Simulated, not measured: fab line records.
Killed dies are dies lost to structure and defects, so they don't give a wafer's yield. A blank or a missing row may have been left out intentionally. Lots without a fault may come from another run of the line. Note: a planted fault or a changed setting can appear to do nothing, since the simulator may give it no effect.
A struck lot beside a sound one -- flow nandHarc -- 41 steps out of a route of 1302
Sound: these wafers, L207.1, L207.4, L207.6. Struck: wafers L221.1, L221.4 (left out: L221.5, a lot-mate that was not struck); the cause follows at the end.
For every step that has rows: the tool of each side, followed by ch and its chambers, followed by its first start. Under that, the readings that differ: sound wafers -- struck wafers -- difference of the means -- sigmas: that difference in standard deviations of wafers without a fault.
alike: readings with means less than 2 such deviations apart, plus words and numbers identical on both sides. not compared: withheld readings, readings lacking a value on some wafer, bounds such as >300 that could conceal the same value, and numbers that have no deviation in the record and whose values overlap.
A row with sigmas, a row that says differs or no value, or rows on one side alone: a step with any of these is where the two part. Numbers that don't overlap but have no deviation are shown without sigmas and don't part them. A reading missing from all wafers of one side parts the sides only when that side holds two or more wafers.

first, 1 step without rows for these wafers: NHARC_A_CONTACT_DEVELOP_07 (develop time 35 s).
NHARC_A_CONTACT_CD_MEAS_08: the cd target is 200 nm.
  sound on cdSem-02 ch 0, day 23 09:20; struck on cdSem-03 ch 0, day 28 23:34
  alike: cdNm
NHARC_A_CONTACT_OVL_MEAS_09:
  sound on overlay-02, day 23 09:25; struck on overlay-01, day 28 23:40
reading,sound,struck,difference,sigmas
overlayYNm (nm),1.5 1.0 1.2,-0.7 -0.4,-1.8,-2
  alike: overlayXNm
NHARC_A_CONTACT_INSPECT_10:
  sound on defectInspect-01, day 23 09:27; struck on defectInspect-02, day 28 23:43
  alike: rawDefectCount
NHARC_A_CONTACT_DESCUM_13: chemistry O2, time 3 s.
  sound on rieDiel-11 ch 0,1, day 23 09:32; struck on rieDiel-11 ch 0,1, day 28 23:46
  alike: drypumpMotorCurrentA, oesProductAu, rfVppV, showerheadPlenumPTorr, throttleValvePct
  not compared: rfHoursCounterH
then, 1 step without rows for these wafers: NHARC_A_CONTACT_ETCH_88 (etches the open film in CF4, target depth 39 nm, time 65 s).
NHARC_A_CONTACT_ETCH_89: etches the open film in N2/H2, target depth 260 nm, time 475.3 s.
  sound on rieDiel-11 ch 2,3; struck on rieDiel-11 ch 2,3
  alike: drypumpMotorCurrentA, oesProductAu, rfVppV, showerheadPlenumPTorr, throttleValvePct
  not compared: rfHoursCounterH
then, 5 steps without rows for these wafers: NHARC_A_CONTACT_ETCH_30 (etches the open film in CF4/CHF3, target depth 72.6 nm, time 36.3 s); NHARC_A_CONTACT_ETCH_31 (etches the open film in O2/COS, target depth 2800 nm, time 728 s); NHARC_A_CONTACT_ETCH_134 (etches the open film in C4F8/O2/Ar, time 140 s, target depth 700 nm); NHARC_A_CONTACT_ETCH_135 (etches the open film in C4F8/O2/Ar, time 311 s, target depth 1912 nm); NHARC_A_CONTACT_ETCH_136 (etches the open film in C4F8/O2/Ar, time 311 s, target depth 1912 nm).
NHARC_A_CONTACT_ETCH_137: etches the open film in C4F8/O2/Ar, time 311 s, target depth 1912 nm.
  sound on harCapEtch-02 ch 0,1, day 23 11:37; struck on harCapEtch-03 ch 1, day 29 01:46
  not compared: rfHoursCounterH
then, 1 step without rows for these wafers: NHARC_A_CONTACT_ETCH_138 (etches the open film in C4F8/O2/Ar, time 311 s, target depth 1914 nm).
NHARC_A_CONTACT_ETCH_139: etches the open film in C4F8/O2/Ar, time 195 s, target depth 840 nm.
  sound on harCapEtch-02 ch 0,1, day 23 12:10; struck on harCapEtch-03 ch 1, day 29 02:19
  not compared: rfHoursCounterH
NHARC_A_CONTACT_ETCH_92: etches the open film in CH3F/O2, target depth 40 nm, time 85.7 s.
  sound on rieDiel-02 ch 1,2,3, day 23 12:43; struck on rieDiel-04 ch 2,3, day 29 02:50
reading,sound,struck,difference,sigmas
oesProductAu (a.u.),0.928 0.922 0.951,0.989 0.995,+0.058,+3
  alike: drypumpMotorCurrentA, rfVppV, showerheadPlenumPTorr, throttleValvePct
  not compared: rfHoursCounterH
NHARC_A_CONTACT_ETCH_98: etches the open film in C4F6/O2, target depth 20 nm, time 10 s.
  sound on rieDiel-02 ch 0,2,3; struck on rieDiel-04 ch 2,3
reading,sound,struck,difference,sigmas
oesProductAu (a.u.),0.925 0.948 0.931,1.002 0.987,+0.060,+3
  alike: drypumpMotorCurrentA, rfVppV, showerheadPlenumPTorr, throttleValvePct
  not compared: rfHoursCounterH
NHARC_A_CONTACT_CD_MEAS_15:
  sound on cdSem-01, day 23 12:53; struck on cdSem-01, day 29 03:02
reading,sound,struck,difference,sigmas
cdNm (nm),189.8 188.6 189.1,191.0 191.3,+2.0,+4
then, 20 steps without rows for these wafers: NHARC_A_CONTACT_STRIP_107 (strips in N2/H2); NHARC_A_CONTACT_STRIP_108 (strips in CF4/CHF3); NHARC_A_CONTACT_STRIP_109 (strips in O2/COS); NHARC_A_CONTACT_ETCH_110 (etches the open film in CF4/O2, target depth 60 nm, overetch 6 nm, time 33 s); NHARC_A_CONTACT_STRIP_26 (strips in O2); NHARC_A_CONTACT_STRIP_27 (strips in post etch residue remover, time 600 s); NHARC_A_CONTACT_ALD_18 (deposits TiN, target thk 3 nm, pulse time 1 s, ald cycles 150); NHARC_A_CONTACT_CVD_19 (deposits W, target thk 300 nm, time 802 s); NHARC_A_CONTACT_CMP_20 (polishes, t overpolish 30 s, target thk 300 nm); NHARC_A_CONTACT_SRD_22; NHARC_A_BLC_DEHYDRATE_00 (time 120 s); NHARC_A_BLC_HMDS_01 (time 30 s); NHARC_A_BLC_COAT_02 (time 75 s); NHARC_A_BLC_COAT_03 (time 65 s); NHARC_A_BLC_COAT_04 (resist thk 90 nm); NHARC_A_BLC_SOFTBAKE_05 (time 55 s); NHARC_A_BLC_EBR_06; NHARC_A_BLC_EXPOSE_07 (exposes mask A BLC, target cd 100 nm); NHARC_A_BLC_PEB_08 (peb time 65 s); NHARC_A_BLC_DEVELOP_09 (develop time 35 s).
NHARC_A_BLC_CD_MEAS_10: the cd target is 100 nm.
  sound on cdSem-03 ch 0, day 23 15:50; struck on cdSem-01 ch 0, day 29 05:59
  alike: cdNm
NHARC_A_BLC_OVL_MEAS_11:
  sound on overlay-02, day 23 15:55; struck on overlay-01, day 29 06:05
reading,sound,struck,difference,sigmas
overlayXNm (nm),-0.3 -0.6 -0.4,1.9 1.5,+2.1,+3
  alike: overlayYNm
NHARC_END_SORT_01:
  at this point the record logs the struck wafers (prober-02 ch 0, day 31 00:49) and has no rows for the sound ones

## WHERE THEY PART
Earliest at NHARC_A_CONTACT_OVL_MEAS_09; latest, in this record, at NHARC_END_SORT_01.

WHY: what had been put in by the simulator
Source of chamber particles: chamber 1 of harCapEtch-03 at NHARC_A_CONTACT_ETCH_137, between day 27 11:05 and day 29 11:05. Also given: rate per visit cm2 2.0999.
